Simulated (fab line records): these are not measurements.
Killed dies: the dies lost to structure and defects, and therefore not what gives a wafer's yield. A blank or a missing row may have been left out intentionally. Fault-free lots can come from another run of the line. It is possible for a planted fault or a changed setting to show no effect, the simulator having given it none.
A struck lot beside a sound one + flow nand-harc + 14 out of 1302 route steps
Sound: the wafers L442.1, L442.5, L442.6. The struck wafers were L456.2, L456.5, L456.6. The cause comes at the end.
At each step with rows: each side's tool, then ch and its chambers, then its first start. Under that, the readings that differ: sound wafers + struck wafers + difference of the means + sigmas: that difference in standard deviations of wafers without a fault.
alike: same words and numbers on both sides, and readings whose means sit less than 2 such deviations apart. not compared: any withheld reading, any reading some wafer has no value for, any bound like >300 that may hide the same value, and any number with overlapping values for which the record gives no deviation.
The two part at a step that has a row with sigmas, a row that says differs or no value, or rows on one side only. Numbers that have no deviation but don't overlap get no sigmas and don't part them. Lack of a reading on every wafer of one side parts them only where that side has two or more wafers.

NHARC_A_M0_INSPECT_27:
  sound on defect-inspect-01, day 23 12:34; struck on defect-inspect-02, day 28 23:28
  alike: raw-defect-count
NHARC_A_M0_PRE_CLEAN_31: time 12 s.
  sound on pecvd-02 ch 0,1, day 23 12:39; struck on pecvd-01 ch 0,1,2, day 28 23:32
  alike: heater-power-w
NHARC_A_M0_DEP_32: deposits SiCN, target thk 30 nm.
  sound on pecvd-02 ch 0,1, day 23 12:47; struck on pecvd-01 ch 0,1,2, day 28 23:37
  alike: heater-power-w
then, 9 steps without rows for these wafers: NHARC_A_M1_DEP_00 (deposits SiOC, target thk 182.5 nm); NHARC_A_M1_DEHYDRATE_01 (time 120 s); NHARC_A_M1_HMDS_02 (time 30 s); NHARC_A_M1_COAT_34 (time 65 s); NHARC_A_M1_COAT_03 (resist thk 90 nm); NHARC_A_M1_SOFTBAKE_04 (time 55 s); NHARC_A_M1_EBR_05; NHARC_A_M1_EXPOSE_06 (exposes mask A M1, target cd 120 nm); NHARC_A_M1_PEB_07 (peb time 65 s).
NHARC_A_M1_DEVELOP_08: develop time 35 s.
  sound on litho-track-06 ch 0, day 23 13:00; struck on litho-track-06, day 29 00:00
  no value came back on the struck wafers for chill-plate-temp-C (C), develop-time-s (s); on the sound wafers chill-plate-temp-C (C) reads 23.04 23.00 23.05
NHARC_A_M1_CD_MEAS_09: the cd target is 120 nm.
  sound on cd-sem-03 ch 0, day 23 13:56; struck on cd-sem-01 ch 0, day 29 00:44
| reading    | sound             | struck | difference                    | sigmas |
|------------|-------------------|--------|-------------------------------|--------|
| cd-nm (nm) | 120.5 120.8 121.0 | - - -  | no value on the struck wafers |        |

## WHERE THEY PART
First at NHARC_A_M1_DEVELOP_08; last, within this record, at NHARC_A_M1_CD_MEAS_09.

WHY: what had been put in by the simulator
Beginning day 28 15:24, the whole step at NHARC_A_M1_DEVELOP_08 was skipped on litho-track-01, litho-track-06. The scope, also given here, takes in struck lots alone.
